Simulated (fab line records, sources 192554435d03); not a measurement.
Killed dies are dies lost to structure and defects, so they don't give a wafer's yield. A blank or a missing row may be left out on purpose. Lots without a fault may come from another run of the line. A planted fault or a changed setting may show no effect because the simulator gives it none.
A struck lot beside a sound one | flow n5_finfet | 39 steps out of a route of 1938
Sound: wafers L279.2, L279.3, L279.4. Struck: wafers L269.2, L269.5, L269.6. The cause comes at the end.
At each step with rows: each side's tool, then ch and its chambers, then its first start. Under that, the readings that differ: sound wafers | struck wafers | difference of the means | sigmas: that difference in standard deviations of wafers without a fault.
alike: readings whose means differ by less than 2 such deviations, and words and numbers that are the same on both sides. not compared: withheld readings, readings that some wafer has no value for, bounds like >300 that may hide the same value, and numbers for which the record gives no deviation and whose values overlap.
The two part at a step that has a row with sigmas, a row that says differs or no value, or rows on one side only. Numbers that don't overlap but have no deviation are shown without sigmas and don't part them. A reading that every wafer of one side lacks parts them only if that side has two wafers or more.

first, 11 steps without rows for these wafers: N5_MOL_CONTACT_COAG_ETCH_106 (etches SOC in N2/H2, target depth 80 nm, overetch 16 nm, time 120 s); N5_MOL_CONTACT_COAG_STRIP_107 (strips in N2/H2); N5_MOL_CONTACT_COAG_STRIP_108 (strips in N2/H2); N5_MOL_CONTACT_COAG_CONTACT_ETCH_14 (etches SiO2 in C4F6/O2, target depth 27.5 nm, overetch 8.5 nm, time 20 s); N5_MOL_CONTACT_COAG_STRIP_109 (strips in C4F6/O2); N5_MOL_CONTACT_COAG_ETCH_15 (etches SiNx in CH3F/O2, stops on Si:P, target depth 7 nm); N5_MOL_CONTACT_COAG_ETCH_110 (etches Si in CF4/O2, target depth 2.5 nm, time 8 s); N5_MOL_CONTACT_COAG_STRIP_98 (strips in N2/H2); N5_MOL_CONTACT_COAG_IMPLANT_129; N5_MOL_CONTACT_COAG_PRECLEAN_111 (cleans in NF3:NH3, afs cycles 1, time 20 s, sublimation time 60 s); N5_MOL_CONTACT_COAG_TI_SIL_19 (material Ti, target thk 4.2 nm, time 15 s).
N5_MOL_CONTACT_COAG_ALD_20: deposits TiN, target thk 1.5 nm, pulse time 1 s, purge time 3 s.
  sound on ald_metal-02 ch 1,2,3, day 9 05:32; struck on ald_metal-04 ch 1,3, day 6 18:05
  no value came back on the struck wafers for any of 5 readings (ald_cycles, chamber_pressure_Torr (Torr) and others); on the sound wafers ald_cycles reads 68 68 68
then, 25 steps without rows for these wafers: N5_MOL_CONTACT_COAG_SIL_ANNEAL_21 (time 60 s); N5_MOL_CONTACT_COAG_PRE_CLEAN_141 (time 60 s); N5_MOL_CONTACT_COAG_SPUTTER_143 (material Co, target thk 2.5 nm); N5_MOL_CONTACT_COAG_CO_FILL_22 (material Co, precursor CCTBA/H2, target thk 20 nm); N5_MOL_CONTACT_COAG_ANNEAL_113 (time 300 s); N5_MOL_CONTACT_COAG_PRE_CLEAN_142 (time 60 s); N5_MOL_CONTACT_COAG_SPUTTER_130 (material Co, target thk 47.5 nm); N5_MOL_CONTACT_COAG_PRECLEAN_125 (cleans in DIW, time 57.5 s); N5_MOL_CONTACT_COAG_SRD_126 (dry time 32 s); N5_MOL_CONTACT_COAG_CMP_23 (polishes, stops on SiO2, t overpolish 1.5 s, target thk 0 nm); N5_MOL_CONTACT_COAG_WET_ETCH_26 (target Co, target depth 13 nm); N5_MOL_CONTACT_COAG_WET_ETCH_116 (etches the open film in SC1-inhibited, target depth 4.6 nm, rinse time 30 s); N5_MOL_CONTACT_COAG_ALD_27 (deposits SiOC, target thk 17 nm, pulse time 1.5 s, time 2720 s); N5_MOL_CONTACT_COAG_CMP_28 (polishes, stops on SiNx, t overpolish 0.85 s, target thk 14.522 nm); N5_MOL_CONTACT_COAG_ALD_123 (deposits SiNx, target thk 5 nm, pulse time 1 s, purge time 2 s); N5_MOL_CONTACT_COAG_PECVD_31 (deposits SiO2 from TEOS/O2, target thk 46 nm, time 8.9 s); N5_MOL_CONTACT_COAG_COAT_75 (time 60 s, resist thk 60 nm); N5_MOL_CONTACT_COAG_COAT_76 (time 60 s, resist thk 10 nm); N5_MOL_CONTACT_COAG_COAT_77 (time 60 s, resist thk 10 nm); N5_MOL_CONTACT_COAG_COAT_78 (resist thk 40 nm); N5_MOL_CONTACT_COAG_EBR_80; N5_MOL_CONTACT_COAG_SOFTBAKE_79 (time 60 s); N5_MOL_CONTACT_COAG_EXPOSE_81 (exposes mask VG, defocus 0 nm); N5_MOL_CONTACT_COAG_PEB_82 (peb time 60 s); N5_MOL_CONTACT_COAG_DEVELOP_83 (develop time 30 s).
-- the record jumps here: 4 days lie between the struck wafers' starts before and after (it left off in module MOL_CONTACT_COAG and takes up again in module BEOL_M4, whose first step shown is number 1111 of the route) --
N5_BEOL_M4_RC_MEAS_101:
  sound on prober-02 ch 0, day 13 18:15; struck on prober-01 ch 0, day 11 02:07
  reading       | sound          | struck         | difference | sigmas
  DIBL_P (mV/V) | 36.5 35.3 35.2 | 41.1 37.5 38.5 | +3.4       | +2
  VT_N (mV)     | 251 251 254    | 243 249 245    | -6         | -2
  alike: DIBL_N, IOFF_N, IOFF_P, ION_N, ION_P, SS_N, SS_P, VT_P
-- the record jumps here: 5 days lie between the struck wafers' starts before and after (it left off in module BEOL_M4 and takes up again in module PASSIVATION, whose first step shown is number 1936 of the route) --
N5_PASSIVATION_PROBE_49:
  sound on prober-01, day 18 08:49; struck on prober-01, day 15 21:41
  reading                  | sound          | struck         | difference | sigmas
  defect_limited_yield (%) | 91.4 91.6 90.7 | 46.5 44.7 46.4 | -45.4      | -35
  killed_at_contacts       | 24 11 22       | 551 585 537    | +539       | +86
  killed_dies              | 102 99 110     | 631 653 633    | +535       | +36
  killed_on_rim            | 16 9 11        | 27 138 22      | +50        | +13
  sort_bin_5_function (%)  | 5.7 4.6 5.6    | 50.0 52.7 50.8 | +45.9      | +52
  sort_n_pass              | 1078 1081 1070 | 549 527 547    | -535       | -36
  sort_yield_pct (%)       | 91.4 91.6 90.7 | 46.5 44.7 46.4 | -45.4      | -35
  alike: killed_at_M0_to_M3, killed_at_M4_up, killed_at_front_end, killed_at_other, killed_open, killed_short, sort_bin_6_memory

WHERE THEY PART
First at N5_MOL_CONTACT_COAG_ALD_20; last, within this record, at N5_PASSIVATION_PROBE_49.

WHY: what the simulator had put in
Skipped step whole: ald_metal-04, from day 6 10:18 on, at N5_MOL_CONTACT_COAG_ALD_20. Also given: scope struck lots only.
